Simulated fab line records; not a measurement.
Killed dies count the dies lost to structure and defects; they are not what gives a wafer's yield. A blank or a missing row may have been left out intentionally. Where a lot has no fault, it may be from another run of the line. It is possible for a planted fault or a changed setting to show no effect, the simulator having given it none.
One fault seen from 2 desks -- flow nand-harc -- each desk holds nothing but its own numbers, with what lay behind them at the end

TOOL OWNER'S DESK, arfi-scanner-03
The tool's own readings at NHARC_A_CHANNEL_HOLE_D1_EXPOSE_07 (exposes mask HOLE D1, target cd 100 nm): means of the sampled wafers that have a number, for each lot that ran on this tool. Any lot whose mean is over 4 standard deviations away from the usual mean is out of limits and marked OUT; that distance is given in the brackets.
Columns: A = exposure-dose-mJ-cm2 at NHARC_A_CHANNEL_HOLE_D1_EXPOSE_07, usual 59.65
lot,first seen here,A
L782,day 9 15:07,59.63
L783,day 9 15:47,59.76
L786,day 10 13:33,59.72
L793,day 13 21:59,59.65
L795,day 14 18:34,59.60
L794,day 14 20:28,59.68
Result from this desk: across the 6 lots, nothing is out of limits.

FROM THE METROLOGY DESK
What the gauges read, lot by lot, whatever tool the lot ran on: means of the sampled wafers that have a number. Any lot whose mean is over 4 standard deviations away from the usual mean is out of limits and marked OUT; that distance is given in the brackets.
Columns: A = overlay-x-nm at NHARC_A_CHANNEL_HOLE_D1_OVL_MEAS_11, usual -0.3 nm; B = overlay-y-nm at NHARC_A_CHANNEL_HOLE_D1_OVL_MEAS_11, usual -0.2 nm
lot,first seen here,A,B
L782,day 9 15:21,0.4,-0.5
L783,day 9 16:01,-1.0,-0.8
L784,day 10 00:08,-0.4,0.9
L786,day 10 13:46,-0.9,-0.3
L793,day 13 22:13,21.6 (+26) OUT,-0.5
L795,day 14 18:47,20.8 (+25) OUT,0.3
L794,day 14 20:42,22.9 (+28) OUT,0.3
L800,day 16 21:48,-0.1,0.2
L801,day 16 22:42,0.3,-1.1
L803,day 17 22:47,-0.5,-1.0
This desk finds L793, L794, L795 out of limits, L793 being first, at day 13 22:13 (overlay-x-nm at NHARC_A_CHANNEL_HOLE_D1_OVL_MEAS_11). Within limits: L782, L783, L784, L786, L800, L801, L803.

ALL TOGETHER
L793, L794, L795 would have let the metrology desk raise an alarm at day 13 22:13.
The tool owner's desk saw nothing out of limits.
The tool owner's desk has L793, L794, L795 on record, within its limits.
Of the lots named, all ran NHARC_A_CHANNEL_HOLE_D1_EXPOSE_07 on arfi-scanner-03.

WHAT HAD BEEN PUT IN BY THE SIMULATOR
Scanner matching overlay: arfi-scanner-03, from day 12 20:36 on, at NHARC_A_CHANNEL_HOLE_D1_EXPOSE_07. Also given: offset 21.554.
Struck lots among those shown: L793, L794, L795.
Delay in hours, fault start to first out-of-limits reading, per desk: metrology desk 26.
